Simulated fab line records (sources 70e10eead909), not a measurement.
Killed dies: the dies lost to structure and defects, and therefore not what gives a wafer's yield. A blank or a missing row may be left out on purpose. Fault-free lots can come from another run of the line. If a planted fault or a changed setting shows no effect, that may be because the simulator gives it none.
fab line records	flow nandHarc
[record] lots = 11	wafers = 33	lastDay = 34
route steps=1302 shown P_M1@316 P_M2@333 P_BONDPAD@351 END@1302
lots with no fault: from the same line, run without faults
startH: the number of hours between the record's first day and the start of the first shown wafer of the lot	waitH: how many hours have passed since the lot's step before this one	" repeats the value in the row above	L1.1+2: several wafers, shown together as one row	- no value, or no start given	* or withheld: withheld	< > ~ a bound
route shown NAME@n: a module of which the file shows steps, and the number in the route of the first	usual: mean/standard deviation taken from wafers without a fault	same: alike in all rows	chamber/n: place in a boat	sites: the reading at each site	_std_site: standard deviation of those values	_edge_site: inner sites' mean taken away from outer sites' mean	radiusMm: for every site, how far away it sits from the centre of the wafer	mask NAME#n: copy n	behind: tool/chamber where the wafer was last shaped	hold: why the lot was held/for how many hours/how that ended	device: transistor that didn't switch, given as n, p or np	end of line: the route-end tests of the same wafers	a step given without rows: its recipe and nothing more	killed: dies that structure and defects cost at the first sort, which is not the same as the wafer's yield	map: the dies of a wafer, with x for killed, . for not killed, _ for no die there
set.NAME: the setting as run; set.NAME@STEP: as run at that earlier step	model.NAME: the simulator's own value behind a step, which no gauge read
steps of the route over a sample of lots; a table a step, a row a wafer
services: the hour from which a tool's chamber was out of use, counted from the record's first day as startH (under 0 if before that day), plus the number of hours and why
[[steps]]
[step NHARC_P_M1_PRE_CLEAN_32]
[recipe] timeS = 12	tempC = 370	rfPowerW = 300	gas = NH3
[usual] heaterPowerOuterW = 347/68	heaterPowerW = 597/88	rfFwdPowerW = 292.5/0.89
lot.wafer	tool	chamber	startH	waitH	heaterPowerOuterW	heaterPowerW	rfFwdPowerW
L772.2	pecvd-03	1	140.26	0.1	336	572	291.8
L772.1	"	0	"	"	249	459	292.2
L772.5	"	2	"	"	410	685	292.9
L774.1	pecvd-04	2	155.87	0.1	345	610	291.8
L774.5	"	1	"	"	239	459	293.6
L774.4	"	2	"	"	341	613	291.7
L775.1	pecvd-03	1	181.07	0.1	369	628	293.3
L775.2	"	2	"	"	476	768	291.8
L775.5	"	0	"	"	219	421	292.5
L777.1	pecvd-04	1	200.14	0.1	287	529	294.2
L777.2	"	2	"	"	345	605	292.4
L777.5	"	2	"	"	345	600	293.5
L779.2	pecvd-03	0	209.34	0.1	252	489	292.2
L779.3	"	1	"	"	342	590	291.3
L779.5	"	2	"	"	384	641	292.8
L781.3	pecvd-03	0	228.52	0.1	231	457	292.6
L781.1	"	1	"	"	334	573	292.4
L781.5	"	2	"	"	447	717	292.7
L786.3	pecvd-02	0	274.53	0.1	356	624	291.1
L786.5	"	0	"	"	355	626	294.8
L786.6	"	1	"	"	394	695	293.0
L791.3	pecvd-02	0	336.75	0.1	337	635	294.3
L791.1	"	2	"	"	359	603	291.1
L791.4	"	2	"	"	369	599	291.3
L792.1	pecvd-03	1	338.54	0.1	392	643	291.7
L792.4	"	2	"	"	423	687	291.6
L792.5	"	1	"	"	394	662	291.6
L793.3	pecvd-03	2	353.02	0.1	417	703	292.0
L793.2	"	0	"	"	264	494	292.2
L793.5	"	2	"	"	433	704	293.4
L794.2	pecvd-03	2	362.22	0.1	446	737	292.6
L794.4	"	2	"	"	442	725	291.6
L794.5	"	0	"	"	221	440	291.1
[step NHARC_P_M2_ETCH_15]
[recipe] targetDepthA = 1825	timeS = 91.2	c4f8FlowSccm = withheld	arFlowSccm = 400	rfW = 600	biasW = 300	chemistry = C4F8/Ar
[usual] oesProductAu = 0.942/0.025	rfFwdPowerW = 596.6/2	rfVppV = 440.0/2.6
lot.wafer	tool	chamber	startH	waitH	oesProductAu	rfFwdPowerW	rfHoursCounterH	rfVppV
L772.1	rieDiel-01	2	-	-	0.969	597.8	3.2	439.3
L772.2	"	3	"	"	0.998	592.6	3.3	444.7
L772.5	"	2	"	"	0.972	595.5	-	439.3
L774.4	rieDiel-01	1	-	-	0.919	595.7	3.9	442.5
L774.1	"	2	"	"	0.919	598.2	4.0	438.2
L774.5	"	0	"	"	0.924	596.7	-	436.6
L775.2	rieDiel-09	0	-	-	0.912	593.9	1.8	443.1
L775.1	"	1	"	"	0.908	597.0	2.8	438.3
L775.5	"	0	"	"	0.910	597.4	-	442.5
L777.1	rieDiel-04	1	-	-	0.947	595.6	0.5	437.3
L777.2	"	2	"	"	0.972	596.1	0.5	437.4
L777.5	"	0	"	"	0.971	598.0	-	444.1
L779.2	rieDiel-09	1	-	-	0.907	597.9	3.8	438.3
L779.3	"	2	"	"	0.917	595.5	3.7	438.3
L779.5	"	2	"	"	0.915	592.6	-	436.5
L781.1	rieDiel-01	2	-	-	0.982	599.1	0.5	439.2
L781.3	"	3	"	"	1.002	597.8	0.6	444.1
L781.5	"	1	"	"	0.970	597.0	-	442.6
L786.3	rieDiel-09	2	-	-	0.939	598.8	7.4	438.3
L786.5	"	0	"	"	0.924	596.7	-	441.8
L786.6	"	1	"	"	0.916	598.1	-	437.1
L791.4	rieDiel-09	1	-	-	0.960	599.7	0.2	436.4
L791.3	"	2	"	"	0.975	601.1	0.1	437.4
L791.1	"	0	"	"	0.979	596.9	0.2	443.1
L792.1	rieDiel-09	2	-	-	0.962	597.0	0.2	439.0
L792.4	"	2	"	"	0.976	595.3	-	438.7
L792.5	"	3	"	"	0.964	597.4	-	439.0
L793.2	rieDiel-01	0	-	-	0.974	592.9	6.2	438.2
L793.3	"	1	"	"	0.983	593.9	7.4	442.5
L793.5	"	1	"	"	0.987	594.7	-	441.6
L794.4	rieDiel-09	3	-	-	0.925	598.5	1.1	441.1
L794.2	"	1	"	"	0.926	598.0	1.3	436.8
L794.5	"	3	"	"	0.927	597.2	-	440.1
[step NHARC_P_M2_CMP_23]
[recipe] tOverpolishS = 20	targetThkNm = 144.3
[usual] motorCurrentA = 11.4/1	padLifeWafers = 193/94	timeToEndpointS = 29.1/2.4
[same] tOverpolishS = 20
lot.wafer	tool	chamber	startH	waitH	motorCurrentA	padLifeWafers	timeToEndpointS
L772.2	cmp-01	2	144.61	-	11.7	186	27.7
L772.1	"	3	"	"	10.8	187	28.7
L772.5	"	2	"	"	11.9	-	25.5
L774.4	cmp-04	2	159.37	-	10.4	126	31.8
L774.1	"	0	"	"	13.4	128	28.5
L774.5	"	3	"	"	12.6	-	27.6
L775.1	cmp-04	1	184.69	-	11.2	228	25.7
L775.2	"	2	"	"	10.6	229	29.9
L775.5	"	2	"	"	10.5	-	30.3
L777.2	cmp-04	3	203.61	-	12.0	276	27.4
L777.1	"	0	"	"	13.1	277	27.0
L777.5	"	0	"	"	13.1	-	28.9
L779.3	cmp-03	1	212.82	-	9.5	168	23.5
L779.2	"	0	"	"	12.0	171	26.1
L779.5	"	2	"	"	10.9	-	27.1
L781.1	cmp-04	1	232.16	-	10.9	61	25.4
L781.3	"	2	"	"	10.8	62	30.0
L781.5	"	1	"	"	10.8	-	25.4
L786.3	cmp-01	2	278.40	-	12.2	355	26.4
L786.6	"	1	"	"	13.1	-	26.9
L786.5	"	2	"	"	11.6	-	26.8
L791.4	cmp-04	3	340.81	-	11.9	139	31.8
L791.1	"	0	"	"	13.0	140	31.5
L791.3	"	1	"	"	11.4	141	29.7
L792.4	cmp-04	2	342.32	-	10.5	146	30.4
L792.1	"	3	"	"	13.0	147	27.2
L792.5	"	1	"	"	11.8	-	24.2
L793.3	cmp-03	0	356.85	-	11.7	356	28.5
L793.2	"	1	"	"	9.2	357	27.6
L793.5	"	3	"	"	12.1	-	28.3
L794.2	cmp-04	3	365.85	-	12.1	235	29.9
L794.4	"	1	"	"	11.6	237	24.5
L794.5	"	3	"	"	12.8	-	30.1
[step NHARC_P_BONDPAD_DEP_00]
[recipe] targetThkA = 2500	tempC = 370	targetThkNm = 250	pressureTorr = 3	flowSccm = 200	rfW = 450	material = SiCN
[usual] heaterPowerOuterW = 301/62	heaterPowerW = 537/85	rfFwdPowerW = 449.4/1.4
lot.wafer	tool	chamber	startH	waitH	heaterPowerOuterW	heaterPowerW	rfFwdPowerW
L772.1	pecvd-04	2	145.67	-	325	601	451.4
L772.2	"	0	"	"	286	480	449.8
L772.5	"	0	"	"	290	492	449.3
L774.1	pecvd-04	0	160.50	-	296	489	448.8
L774.5	"	2	"	"	315	554	449.5
L774.4	"	0	"	"	310	481	449.9
L775.1	pecvd-04	1	185.72	-	223	461	447.5
L775.2	"	2	"	"	275	510	449.1
L775.5	"	1	"	"	230	457	450.3
L777.1	pecvd-04	0	204.67	-	300	494	447.2
L777.2	"	1	"	"	242	475	450.4
L777.5	"	1	"	"	173	384	447.8
L779.2	pecvd-02	2	213.90	-	329	569	450.4
L779.3	"	0	"	"	379	659	451.1
L779.5	"	1	"	"	330	602	447.2
L779.2	pecvd-02	2	214.49	-	341	564	450.1
L779.3	"	0	"	"	384	643	451.0
L779.5	"	1	"	"	347	598	450.7
L781.1	pecvd-03	2	233.17	-	394	647	450.1
L781.3	"	1	"	"	367	613	450.6
L781.5	"	0	"	"	214	428	451.4
L781.1	pecvd-03	2	233.76	-	386	646	447.3
L781.3	"	1	"	"	362	616	449.1
L781.5	"	0	"	"	214	430	448.2
L786.3	pecvd-03	2	279.41	-	412	693	449.8
L786.5	"	0	"	"	199	392	449.1
L786.6	"	1	"	"	369	641	447.9
L786.3	pecvd-03	2	279.98	-	409	674	448.4
L786.5	"	0	"	"	197	401	452.1
L786.6	"	1	"	"	367	629	449.4
L791.1	pecvd-04	2	341.85	-	323	606	450.0
L791.3	"	0	"	"	238	418	447.5
L791.4	"	0	"	"	254	439	449.8
L792.1	pecvd-02	0	343.29	-	314	577	449.4
L792.5	"	0	"	"	324	610	449.6
L792.4	"	1	"	"	289	546	448.1
L793.3	pecvd-02	1	357.82	-	283	521	449.2
L793.2	"	0	"	"	336	602	448.7
L793.5	"	0	"	"	342	608	449.0
L794.2	pecvd-02	0	366.88	-	354	623	448.1
L794.5	"	2	"	"	353	592	448.5
L794.4	"	0	"	"	358	642	449.2
[step NHARC_P_BONDPAD_THK_MEAS_33]
[recipe] thkMeasGauge = ellipsometry
[usual] thkNm = 200.1/1.5
lot.wafer	tool	chamber	startH	waitH	thkNm
L772.1	filmMetro-02	-	146.32	0.1	199.5
L772.2	"	-	"	"	200.2
L772.5	"	-	"	"	201.5
L774.1	filmMetro-02	-	161.06	0.2	200.5
L774.4	"	-	"	"	198.3
L774.5	"	-	"	"	198.8
L775.1	filmMetro-02	-	186.38	0.2	199.5
L775.2	"	-	"	"	201.6
L775.5	"	-	"	"	201.7
L777.1	filmMetro-02	-	205.28	0.2	200.9
L777.2	"	-	"	"	202.6
L777.5	"	-	"	"	201.7
L779.2	filmMetro-01	-	215.37	0.2	189.4
L779.3	"	-	"	"	191.9
L779.5	"	-	"	"	195.0
L779.2	filmMetro-01	-	215.54	0.2	190.4
L779.3	"	-	"	"	192.2
L779.5	"	-	"	"	195.5
L781.1	filmMetro-01	-	234.51	0.2	206.2
L781.3	"	-	"	"	199.4
L781.5	"	-	"	"	205.3
L781.1	filmMetro-01	-	234.68	0.2	205.3
L781.3	"	-	"	"	199.9
L781.5	"	-	"	"	205.7
L786.3	filmMetro-01	-	280.73	0.2	202.0
L786.5	"	-	"	"	189.5
L786.6	"	-	"	"	180.3
L786.3	filmMetro-01	-	280.90	0.2	201.6
L786.5	"	-	"	"	186.8
L786.6	"	-	"	"	179.7
L791.1	filmMetro-01	-	342.51	0.2	202.2
L791.3	"	-	"	"	201.7
L791.4	"	-	"	"	200.8
L792.1	filmMetro-01	-	343.95	0.2	200.6
L792.4	"	-	"	"	200.5
L792.5	"	-	"	"	202.0
L793.2	filmMetro-02	-	358.48	0.2	201.1
L793.3	"	-	"	"	199.8
L793.5	"	-	"	"	202.9
L794.2	filmMetro-01	-	367.50	0.2	202.6
L794.4	"	-	"	"	199.5
L794.5	"	-	"	"	202.2
[step NHARC_END_SORT_01]
[recipe] tempC = 25
[usual] defectLimitedYield = 91.4/2.7	killedAtArray = 53/18	killedAtOther = 0.8/1.1	killedAtPeriphery = 4.1/2.7	killedDies = 58/18	killedOpen = 3.1/1.7	killedShort = 2.7/1.7	sort_bin_2_pct = 3.0/1.2	sort_bin_3_pct = 0.6/0.37	sort_bin_4_pct = 4.9/1.5	sortNPass = 619/18	sortRimYieldPct = 91/4.1	sortYieldPct = 91.4/2.7
[same] grossDies = 677	sort_bin_5_pct[%] = 0	sort_bin_6_pct[%] = 0	sort_bin_7_pct[%] = 0	sort_bin_8_pct[%] = 0	sortRimNGross = 106.00
lot.wafer	tool	chamber	startH	waitH	defectLimitedYield[%]	killedAtArray	killedAtOther	killedAtPeriphery	killedDies	killedOpen	killedShort	sort_bin_2_pct[%]	sort_bin_3_pct[%]	sort_bin_4_pct[%]	sortNPass	sortRimYieldPct[%]	sortYieldPct[%]
L774.1	prober-02	0	600.03	2.5	90.0	59	0	9	68	0	6	4.1	0.7	5.2	609	90	90.0
L774.4	prober-02	0	602.37	3.3	89.4	65	1	6	72	2	4	4.6	0.4	5.6	605	88	89.4
L774.5	prober-02	0	603.15	3.6	90.5	62	0	2	64	1	4	3.2	0.6	5.6	613	92	90.5
L772.1	prober-01	0	600.06	2.5	88.8	67	0	9	76	1	2	4.7	0.6	5.9	601	93	88.8
L772.2	prober-01	0	600.86	2.8	94.5	35	1	1	37	2	1	3.1	0.3	2.1	640	84	94.5
L772.5	prober-01	0	603.25	3.7	90.1	62	1	4	67	4	0	4.3	0.9	4.7	610	91	90.1
L775.1	prober-01	0	607.84	2.5	92.5	40	0	11	51	4	3	3.0	0.7	3.8	626	88	92.5
L775.2	prober-01	0	608.63	2.8	88.0	69	1	11	81	1	0	3.8	1.3	6.8	596	97	88.0
L775.5	prober-01	0	610.99	3.6	93.2	39	2	5	46	2	1	2.8	0.7	3.2	631	88	93.2
L777.1	prober-01	0	630.38	2.5	91.6	51	1	5	57	2	2	2.5	0.4	5.5	620	94	91.6
L777.2	prober-01	0	631.17	2.8	94.8	34	0	1	35	2	0	2.5	0.4	2.2	642	92	94.8
L777.5	prober-01	0	633.55	3.7	91.4	52	0	6	58	3	1	2.7	1.2	4.7	619	90	91.4
L779.2	prober-01	0	658.05	2.8	85.5	96	0	2	98	3	3	4.3	0.7	9.5	579	90	85.5
L779.3	prober-01	0	658.85	3.1	88.3	74	0	5	79	4	4	4.0	0.9	6.8	598	90	88.3
L779.5	prober-01	0	660.46	3.7	90.0	66	0	2	68	2	6	3.5	1.0	5.5	609	87	90.0
L781.1	prober-02	0	667.64	2.5	90.3	60	1	5	66	5	5	3.4	0.9	5.5	611	86	90.3
L781.3	prober-02	0	669.26	3.1	91.0	57	1	3	61	3	5	2.5	0.1	6.4	616	82	91.0
L781.5	prober-02	0	670.88	3.7	89.1	72	1	1	74	1	2	4.4	0.6	5.9	603	92	89.1
L786.3	prober-01	0	699.70	3.1	86.1	89	0	5	94	7	1	5.8	0.9	7.2	583	92	86.1
L786.5	prober-01	0	701.29	3.7	88.6	74	0	3	77	3	1	3.0	0.4	8.0	600	86	88.6
L786.6	prober-01	0	702.08	4.0	87.0	83	0	5	88	3	4	4.9	1.0	7.1	589	89	87.0
L791.1	prober-01	0	770.78	2.5	92.0	50	0	4	54	0	1	2.2	1.3	4.4	623	86	92.0
L791.3	prober-01	0	772.39	3.1	89.4	65	1	6	72	2	3	3.0	0.9	6.8	605	92	89.4
L791.4	prober-01	0	773.20	3.4	90.5	60	0	4	64	3	1	3.1	0.6	5.8	613	84	90.5
L792.1	prober-02	0	770.83	2.5	91.9	51	3	1	55	2	2	3.2	0.4	4.4	622	96	91.9
L792.4	prober-02	0	773.18	3.4	92.3	46	2	4	52	5	4	2.2	0.9	4.6	625	89	92.3
L792.5	prober-02	0	773.96	3.6	92.5	45	3	3	51	2	3	3.0	0.1	4.4	626	93	92.5
L794.2	prober-02	0	801.84	2.8	88.6	72	0	5	77	1	2	4.3	1.6	5.5	600	90	88.6
L794.4	prober-02	0	803.46	3.4	86.1	90	1	3	94	2	4	5.3	0.9	7.7	583	89	86.1
L794.5	prober-02	0	804.26	3.7	88.5	72	2	4	78	4	4	4.6	0.3	6.6	599	89	88.5
L793.2	prober-01	0	805.75	2.8	94.7	35	0	1	36	2	4	2.5	0	2.8	641	90	94.7
L793.3	prober-01	0	806.55	3.1	92.0	44	0	10	54	4	6	2.1	0	5.9	623	97	92.0
L793.5	prober-01	0	808.15	3.7	93.4	39	0	6	45	3	2	2.7	0.1	3.8	632	92	93.4
// killed by level:class
L774.1 A_CHANNEL_HOLE_D1:chamberFilmFlake=33 A_CHANNEL_HOLE_D2:chamberFilmFlake=14 P_CONTACT:chamberFilmFlake=4 A_CONTACT:chamberFilmFlake=4 P_GATE:geometricParticle:short=1 A_ONON_D1:geometricParticle:short=1 A_CHANNEL_HOLE_D2:geometricParticle:short=1 A_CHANNEL_FILL_D2:geometricParticle:short=1
L772.1 A_CHANNEL_HOLE_D2:chamberFilmFlake=35 A_SLIT:chamberFilmFlake=24 P_GATE:chamberFilmFlake=5 A_STAIRCASE:chamberFilmFlake=3 P_ZERO_WELL:chamberFilmFlake=2 P_CONTACT:geometricParticle:short=1 A_SGD_CUT:geometricParticle:short=1 A_CONTACT:geometricParticle:open=1
L772.2 A_SLIT:chamberFilmFlake=17 A_CHANNEL_HOLE_D2:chamberFilmFlake=12 A_M1:geometricParticle:open=2 A_CHANNEL_FILL_D1:geometricParticle:short=1 P_GATE:chamberFilmFlake=1 A_STAIRCASE:chamberFilmFlake=1 A_WL_FILL:chamberFilmFlake=1 A_CONTACT:chamberFilmFlake=1
L774.4 A_CHANNEL_HOLE_D1:chamberFilmFlake=36 A_CHANNEL_HOLE_D2:chamberFilmFlake=17 P_CONTACT:chamberFilmFlake=3 A_CONTACT:chamberFilmFlake=3 A_STAIRCASE:chamberFilmFlake=2 P_CONTACT:geometricParticle:open=1 P_M1:geometricParticle:short=1 A_SOURCE_PLATE:geometricParticle:short=1
L774.5 A_CHANNEL_HOLE_D2:chamberFilmFlake=36 A_CHANNEL_HOLE_D1:chamberFilmFlake=14 A_CONTACT:chamberFilmFlake=4 A_ONON_D1:geometricParticle:short=1 A_CHANNEL_FILL_D1:geometricParticle:open=1 A_DECK1_JOINT:geometricParticle:short=1 A_CHANNEL_FILL_D2:geometricParticle:short=1 A_WL_FILL:geometricParticle:short=1
L772.5 A_CHANNEL_HOLE_D2:chamberFilmFlake=33 A_SLIT:chamberFilmFlake=21 A_STAIRCASE:chamberFilmFlake=3 A_WL_FILL:chamberFilmFlake=2 P_GATE:geometricParticle:open=1 P_M0:geometricParticle:open=1 A_CHANNEL_FILL_D1:geometricParticle:open=1 A_DECK1_JOINT:geometricParticle:open=1
L775.1 A_CHANNEL_HOLE_D1:chamberFilmFlake=15 P_M0:chamberFilmFlake=6 A_CHANNEL_HOLE_D2:chamberFilmFlake=6 A_STAIRCASE:chamberFilmFlake=6 A_CONTACT:chamberFilmFlake=4 A_BLC:chamberFilmFlake=4 P_CONTACT:geometricParticle:open=3 A_WL_FILL:geometricParticle:short=2
L775.2 A_CHANNEL_HOLE_D2:chamberFilmFlake=26 A_CHANNEL_HOLE_D1:chamberFilmFlake=23 A_BLC:chamberFilmFlake=8 A_STAIRCASE:chamberFilmFlake=5 P_GATE:chamberFilmFlake=4 P_ZERO_WELL:chamberFilmFlake=3 P_M0:chamberFilmFlake=3 A_CONTACT:chamberFilmFlake=3
L775.5 A_CHANNEL_HOLE_D2:chamberFilmFlake=12 A_STAIRCASE:chamberFilmFlake=7 A_CHANNEL_HOLE_D1:chamberFilmFlake=6 A_CONTACT:chamberFilmFlake=6 P_ZERO_WELL:chamberFilmFlake=2 P_M0:chamberFilmFlake=2 A_WL_FILL:chamberFilmFlake=2 THIN_TSV:chamberFilmFlake=2
L777.1 A_SLIT:chamberFilmFlake=27 A_CHANNEL_HOLE_D2:chamberFilmFlake=10 A_CHANNEL_FILL_D1:chamberFilmFlake=3 A_CONTACT:chamberFilmFlake=3 P_GATE:chamberFilmFlake=2 A_CHANNEL_HOLE_D1:chamberFilmFlake=2 A_STAIRCASE:chamberFilmFlake=2 P_CONTACT:geometricParticle:open=1
L777.2 A_SLIT:chamberFilmFlake=20 A_CHANNEL_HOLE_D2:chamberFilmFlake=6 A_CHANNEL_FILL_D1:chamberFilmFlake=2 A_CONTACT:chamberFilmFlake=2 A_ONON_D1:geometricParticle:open=1 A_BLC:geometricParticle:open=1 P_GATE:chamberFilmFlake=1 A_CHANNEL_HOLE_D1:chamberFilmFlake=1
L777.5 A_SLIT:chamberFilmFlake=26 A_CHANNEL_HOLE_D2:chamberFilmFlake=7 A_CHANNEL_FILL_D1:chamberFilmFlake=4 A_STAIRCASE:chamberFilmFlake=4 A_CHANNEL_HOLE_D1:chamberFilmFlake=3 A_CONTACT:chamberFilmFlake=3 P_ZERO_WELL:chamberFilmFlake=2 P_M2:chamberFilmFlake=2
L779.2 A_SLIT:chamberFilmFlake=37 A_CHANNEL_HOLE_D1:chamberFilmFlake=30 A_CHANNEL_HOLE_D2:chamberFilmFlake=12 A_STAIRCASE:chamberFilmFlake=4 A_CONTACT:chamberFilmFlake=4 A_ONON_D1:geometricParticle:short=3 P_STI:chamberFilmFlake=2 A_DECK1_JOINT:chamberFilmFlake=2
L779.3 A_SLIT:chamberFilmFlake=26 A_CHANNEL_HOLE_D1:chamberFilmFlake=16 A_CHANNEL_HOLE_D2:chamberFilmFlake=13 A_STAIRCASE:chamberFilmFlake=9 A_CHANNEL_HOLE_D2:geometricParticle:open=2 P_STI:chamberFilmFlake=2 A_DECK1_JOINT:chamberFilmFlake=2 P_CONTACT:geometricParticle:open=1
L779.5 A_SLIT:chamberFilmFlake=27 A_CHANNEL_HOLE_D2:chamberFilmFlake=12 A_CHANNEL_HOLE_D1:chamberFilmFlake=10 A_STAIRCASE:chamberFilmFlake=6 A_CONTACT:chamberFilmFlake=3 A_CHANNEL_FILL_D1:geometricParticle:short=2 A_CHANNEL_FILL_D1:chamberFilmFlake=2 P_CONTACT:geometricParticle:open=1
L781.1 A_SLIT:chamberFilmFlake=32 A_CHANNEL_HOLE_D1:chamberFilmFlake=14 A_STAIRCASE:chamberFilmFlake=2 A_CHANNEL_HOLE_D2:unspecified=2 A_CONTACT:chamberFilmFlake=2 P_CONTACT:geometricParticle:open=1 P_M0:geometricParticle:open=1 P_M2:geometricParticle:short=1
L781.3 A_SLIT:chamberFilmFlake=25 A_CHANNEL_HOLE_D1:chamberFilmFlake=17 A_STAIRCASE:chamberFilmFlake=6 A_CHANNEL_FILL_D1:chamberFilmFlake=2 P_CONTACT:geometricParticle:short=1 P_M0:geometricParticle:short=1 P_M2:geometricParticle:open=1 A_CHANNEL_FILL_D1:geometricParticle:open=1
L781.5 A_CHANNEL_HOLE_D1:chamberFilmFlake=40 A_SLIT:chamberFilmFlake=19 A_CHANNEL_FILL_D1:chamberFilmFlake=2 A_CHANNEL_HOLE_D2:unspecified=2 A_STAIRCASE:chamberFilmFlake=2 A_CONTACT:chamberFilmFlake=2 P_STI:geometricParticle:short=1 A_CHANNEL_FILL_D2:geometricParticle:open=1
L786.3 A_CHANNEL_HOLE_D1:chamberFilmFlake=36 A_SLIT:chamberFilmFlake=29 A_CONTACT:chamberFilmFlake=14 A_M0:geometricParticle:open=3 P_ZERO_WELL:chamberFilmFlake=3 P_CONTACT:geometricParticle:open=2 A_STAIRCASE:chamberFilmFlake=2 A_DECK1_JOINT:geometricParticle:open=1
L786.5 A_SLIT:chamberFilmFlake=34 A_CONTACT:chamberFilmFlake=14 A_CHANNEL_HOLE_D1:chamberFilmFlake=13 A_STAIRCASE:chamberFilmFlake=4 P_ZERO_WELL:chamberFilmFlake=2 A_ZERO_WELL:chamberFilmFlake=2 A_DECK1_JOINT:geometricParticle:short=1 A_DECK1_JOINT:geometricParticle:open=1
L786.6 A_CHANNEL_HOLE_D1:chamberFilmFlake=34 A_SLIT:chamberFilmFlake=24 A_CONTACT:chamberFilmFlake=11 A_STAIRCASE:chamberFilmFlake=4 A_BLC:chamberFilmFlake=4 P_ZERO_WELL:chamberFilmFlake=2 P_STI:geometricParticle:short=1 A_CHANNEL_HOLE_D1:geometricParticle:open=1
L791.1 A_CHANNEL_HOLE_D2:chamberFilmFlake=26 A_SLIT:chamberFilmFlake=8 A_CHANNEL_HOLE_D1:chamberFilmFlake=7 A_CONTACT:chamberFilmFlake=3 A_WL_FILL:chamberFilmFlake=3 P_M2:chamberFilmFlake=2 A_CHANNEL_FILL_D1:geometricParticle:short=1 P_ZERO_WELL:chamberFilmFlake=1
L792.1 A_SLIT:chamberFilmFlake=34 A_CONTACT:chamberFilmFlake=6 A_CHANNEL_HOLE_D1:chamberFilmFlake=2 A_DECK1_JOINT:chamberFilmFlake=2 THIN_TSV:chamberFilmFlake=2 A_ONON_D2:geometricParticle:short=1 A_CHANNEL_FILL_D2:geometricParticle:open=1 A_CONTACT:geometricParticle:open=1
L791.3 A_CHANNEL_HOLE_D2:chamberFilmFlake=30 A_CHANNEL_HOLE_D1:chamberFilmFlake=19 A_SLIT:chamberFilmFlake=7 A_CONTACT:chamberFilmFlake=6 P_M2:chamberFilmFlake=2 P_GATE:geometricParticle:open=1 P_M0:geometricParticle:open=1 A_ONON_D1:geometricParticle:short=1
L792.4 A_SLIT:chamberFilmFlake=21 A_CONTACT:chamberFilmFlake=9 A_DECK1_JOINT:geometricParticle:open=2 P_M2:chamberFilmFlake=2 A_CHANNEL_HOLE_D1:chamberFilmFlake=2 A_STAIRCASE:chamberFilmFlake=2 A_CHANNEL_HOLE_D1:geometricParticle:open=1 A_CHANNEL_FILL_D1:geometricParticle:open=1
L791.4 A_CHANNEL_HOLE_D2:chamberFilmFlake=23 A_CHANNEL_HOLE_D1:chamberFilmFlake=17 A_CONTACT:chamberFilmFlake=6 A_SLIT:chamberFilmFlake=5 A_STAIRCASE:chamberFilmFlake=4 P_M2:chamberFilmFlake=3 A_CHANNEL_FILL_D1:geometricParticle:open=1 A_BLC:geometricParticle:short=1
L792.5 A_SLIT:chamberFilmFlake=30 A_CONTACT:chamberFilmFlake=8 A_CHANNEL_HOLE_D1:chamberFilmFlake=2 THIN_TSV:chamberFilmFlake=2 P_M0:geometricParticle:open=1 A_DECK1_JOINT:geometricParticle:short=1 A_ONON_D2:geometricParticle:short=1 A_M0:geometricParticle:open=1
L794.2 A_CHANNEL_HOLE_D2:chamberFilmFlake=29 A_SLIT:chamberFilmFlake=23 A_CHANNEL_HOLE_D1:chamberFilmFlake=12 P_M2:chamberFilmFlake=3 A_STAIRCASE:chamberFilmFlake=3 P_STI:chamberFilmFlake=2 A_CONTACT:chamberFilmFlake=2 A_ONON_D1:geometricParticle:open=1
L794.4 A_SLIT:chamberFilmFlake=28 A_CHANNEL_HOLE_D2:chamberFilmFlake=27 A_CHANNEL_HOLE_D1:chamberFilmFlake=19 A_CONTACT:chamberFilmFlake=7 P_M2:chamberFilmFlake=2 A_STAIRCASE:chamberFilmFlake=2 P_M0:geometricParticle:open=1 A_DECK1_JOINT:geometricParticle:short=1
L794.5 A_CHANNEL_HOLE_D2:chamberFilmFlake=25 A_SLIT:chamberFilmFlake=21 A_CHANNEL_HOLE_D1:chamberFilmFlake=13 A_STAIRCASE:chamberFilmFlake=4 A_CHANNEL_FILL_D2:chamberFilmFlake=2 P_STI:geometricParticle:short=1 P_CONTACT:geometricParticle:open=1 P_M0:geometricParticle:open=1
L793.2 A_CHANNEL_HOLE_D1:chamberFilmFlake=15 A_STAIRCASE:chamberFilmFlake=6 A_SLIT:chamberFilmFlake=6 A_DECK1_JOINT:geometricParticle:short=2 A_CHANNEL_HOLE_D2:geometricParticle:short=1 A_CHANNEL_FILL_D2:geometricParticle:open=1 A_CHANNEL_FILL_D2:geometricParticle:short=1 A_M0:geometricParticle:open=1
L793.3 A_CHANNEL_HOLE_D1:chamberFilmFlake=14 A_SLIT:chamberFilmFlake=8 P_GATE:chamberFilmFlake=7 A_STAIRCASE:chamberFilmFlake=6 A_CONTACT:chamberFilmFlake=5 A_ONON_D1:geometricParticle:short=2 A_M0:geometricParticle:open=2 P_M1:geometricParticle:short=1
L793.5 A_CHANNEL_HOLE_D1:chamberFilmFlake=19 A_SLIT:chamberFilmFlake=5 P_GATE:chamberFilmFlake=4 A_CONTACT:chamberFilmFlake=4 A_CHANNEL_HOLE_D2:chamberFilmFlake=2 A_STAIRCASE:chamberFilmFlake=2 A_WL_FILL:chamberFilmFlake=2 P_CONTACT:geometricParticle:open=1
[[services]]
tool	chamber	startH	hours	kind
cmp-04	-	119.99	6.7	repair
rieDiel-09	-	143.10	9.0	pm
pecvd-02	-	151.06	1.1	repair
rieDiel-01	-	151.81	0.9	repair
pecvd-02	1	162.74	17.2	repair
pecvd-03	-	185.18	13.0	pm
rieDiel-09	1	192.97	4.6	repair
rieDiel-01	-	203.84	9.0	pm
cmp-04	-	209.02	4.0	pm
pecvd-02	-	227.06	13.0	pm
rieDiel-01	0	249.99	2.4	repair
pecvd-04	-	269.06	13.0	pm
cmp-04	-	273.50	1.3	repair
cmp-04	-	307.02	4.0	pm
rieDiel-01	2	310.01	3.9	repair
pecvd-03	0	318.34	22.1	repair
rieDiel-09	-	320.10	9.0	pm
rieDiel-01	3	325.44	3.4	repair
pecvd-03	2	330.37	6.0	repair
rieDiel-09	1	338.98	1.4	repair
cmp-04	-	341.47	0.5	repair
rieDiel-09	1	352.78	7.3	repair
cmp-04	-	365.35	0.3	repair
pecvd-03	-	366.47	13.0	pm
[[key]]
[firstSign] step = NHARC_P_BONDPAD_DEP_00	reading = visit	direction = added
[effect] step = NHARC_P_BONDPAD_THK_MEAS_33	reading = visit	direction = added
metAt NHARC_P_BONDPAD_DEP_00
struckLots L779,L781,L786
[loopTrim] step = NHARC_P_M2_EXPOSE_06	setting = dose	lots = L786
notActingAt NHARC_P_M1_PRE_CLEAN_32,NHARC_P_M2_ETCH_15,NHARC_P_M2_CMP_23
[fault] kind = repeatedStepWhole	tool = pecvd-02,pecvd-03,pecvd-04	chamber = -	onsetH = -	steps = NHARC_P_BONDPAD_DEP_00	times = 1	scope = struckLotsOnly
// loopTrim: a control loop set the setting to another value than it would have without faults
